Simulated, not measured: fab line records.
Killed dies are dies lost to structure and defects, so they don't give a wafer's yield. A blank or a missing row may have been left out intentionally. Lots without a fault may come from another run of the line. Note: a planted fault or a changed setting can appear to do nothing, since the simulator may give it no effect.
Matching of chambers / flow n5_finfet / 3 sister chambers for N5_BEOL_M6_PECVD_70 on pecvd-04
The step deposits SiO2 from TEOS/O2, target thk 20 nm, time 22.7 s. 6 wafers are shown with their chamber, then 12 later ones without.

== EACH WAFER AND ITS CHAMBER ==
wafer=L086.4; chamber=0; throttle_valve_pct (%)=22.7; showerhead_plenum_p_Torr (Torr)=8.65
wafer=L088.1; chamber=1; throttle_valve_pct (%)=25.8; showerhead_plenum_p_Torr (Torr)=8.80
wafer=L088.4; chamber=2; throttle_valve_pct (%)=20.5; showerhead_plenum_p_Torr (Torr)=8.74
wafer=L091.1; chamber=0; throttle_valve_pct (%)=22.5; showerhead_plenum_p_Torr (Torr)=8.67
wafer=L091.3; chamber=1; throttle_valve_pct (%)=25.7; showerhead_plenum_p_Torr (Torr)=8.79
wafer=L091.4; chamber=2; throttle_valve_pct (%)=20.6; showerhead_plenum_p_Torr (Torr)=8.74

== WAFERS WITHOUT THEIR CHAMBER ==
wafer=L093.1; throttle_valve_pct (%)=20.4; showerhead_plenum_p_Torr (Torr)=8.75
wafer=L093.5; throttle_valve_pct (%)=25.9; showerhead_plenum_p_Torr (Torr)=8.79
wafer=L093.6; throttle_valve_pct (%)=21.0; showerhead_plenum_p_Torr (Torr)=8.71
wafer=L094.2; throttle_valve_pct (%)=22.7; showerhead_plenum_p_Torr (Torr)=8.62
wafer=L094.3; throttle_valve_pct (%)=20.9; showerhead_plenum_p_Torr (Torr)=8.74
wafer=L094.5; throttle_valve_pct (%)=20.7; showerhead_plenum_p_Torr (Torr)=8.73
wafer=L095.1; throttle_valve_pct (%)=20.9; showerhead_plenum_p_Torr (Torr)=8.76
wafer=L095.2; throttle_valve_pct (%)=23.1; showerhead_plenum_p_Torr (Torr)=8.65
wafer=L095.4; throttle_valve_pct (%)=20.7; showerhead_plenum_p_Torr (Torr)=8.75
wafer=L096.2; throttle_valve_pct (%)=22.7; showerhead_plenum_p_Torr (Torr)=8.65
wafer=L096.3; throttle_valve_pct (%)=25.6; showerhead_plenum_p_Torr (Torr)=8.79
wafer=L096.4; throttle_valve_pct (%)=25.9; showerhead_plenum_p_Torr (Torr)=8.81

== CHAMBER TAKEN BY EACH ==
wafer=L093.1; from the rows above=2; in truth=2
wafer=L093.5; from the rows above=1; in truth=1
wafer=L093.6; from the rows above=2; in truth=2
wafer=L094.2; from the rows above=0; in truth=0
wafer=L094.3; from the rows above=2; in truth=2
wafer=L094.5; from the rows above=2; in truth=2
wafer=L095.1; from the rows above=2; in truth=2
wafer=L095.2; from the rows above=0; in truth=0
wafer=L095.4; from the rows above=2; in truth=2
wafer=L096.2; from the rows above=0; in truth=0
wafer=L096.3; from the rows above=1; in truth=1
wafer=L096.4; from the rows above=1; in truth=1
Placed correctly: 12 of 12. From these rows, 0 cannot be placed. Wrongly placed: 0.
How it was worked out, from the rows above alone: a wafer's distance from a chamber is the root of the sum, over the readings, of the square of ((its reading less the chamber's mean) divided by the reading's scatter). If the next closest chamber is less than 2 further off than the closest, the wafer can't be placed; otherwise it belongs to the closest. The mean given for a chamber averages the wafers shown for that chamber. The scatter: take each reading less its chamber's mean, square it, sum over the shown wafers, divide by the number of wafers less the number of chambers, and take the root.
